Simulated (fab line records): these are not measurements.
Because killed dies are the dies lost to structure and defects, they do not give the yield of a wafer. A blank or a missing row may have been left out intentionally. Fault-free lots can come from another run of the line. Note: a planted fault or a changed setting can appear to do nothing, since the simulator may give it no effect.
Matching of chambers / flow n5-finfet / N5_DUMMY_GATE_ETCH_23 on rie-si-01: 4 sister chambers
The step etches poly-Si in HBr/Cl2/O2, target depth 41 nm, time 22.3 s. 4 wafers are shown with their chamber, then 11 later ones without.

WAFERS PAIRED WITH THEIR CHAMBERS
wafer=L082.2; chamber=1; throttle-valve-pct (%)=37.4
wafer=L084.1; chamber=2; throttle-valve-pct (%)=37.7
wafer=L084.6; chamber=0; throttle-valve-pct (%)=37.2
wafer=L085.1; chamber=3; throttle-valve-pct (%)=37.4

WAFERS WITH NO CHAMBER GIVEN
wafer=L085.2; throttle-valve-pct (%)=37.7
wafer=L085.3; throttle-valve-pct (%)=37.3
wafer=L087.2; throttle-valve-pct (%)=37.4
wafer=L087.3; throttle-valve-pct (%)=37.3
wafer=L087.4; throttle-valve-pct (%)=37.7
wafer=L092.1; throttle-valve-pct (%)=37.4
wafer=L092.2; throttle-valve-pct (%)=37.4
wafer=L092.3; throttle-valve-pct (%)=37.2
wafer=L092.4; throttle-valve-pct (%)=37.7
wafer=L092.5; throttle-valve-pct (%)=37.4
wafer=L092.6; throttle-valve-pct (%)=37.7

THE CHAMBER EACH PASSED THROUGH
wafer=L085.2; from the rows above=2; in truth=2
wafer=L085.3; from the rows above=can't be placed: 0 or 1 or 3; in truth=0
wafer=L087.2; from the rows above=can't be placed: 1 or 3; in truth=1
wafer=L087.3; from the rows above=can't be placed: 0 or 1 or 3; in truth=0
wafer=L087.4; from the rows above=2; in truth=2
wafer=L092.1; from the rows above=can't be placed: 1 or 3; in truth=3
wafer=L092.2; from the rows above=can't be placed: 1 or 3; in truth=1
wafer=L092.3; from the rows above=0; in truth=0
wafer=L092.4; from the rows above=2; in truth=2
wafer=L092.5; from the rows above=can't be placed: 1 or 3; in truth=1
wafer=L092.6; from the rows above=2; in truth=2
Correctly placed: 5 of 11. These rows do not allow placing 6 (true chamber among the candidates in 6). Number placed wrongly: 0.
How it was worked out, from the rows above alone: a wafer's distance from a chamber is the root of the sum, over the readings, of the square of ((its reading less the chamber's mean) divided by the reading's scatter). The wafer belongs to the nearest chamber; if the next one is less than 2 further off, it can't be placed. Each chamber's mean is taken over the wafers shown for it. The scatter: root of mean squared gap, hidden wafer to nearest shown wafer, with one shown wafer a chamber.
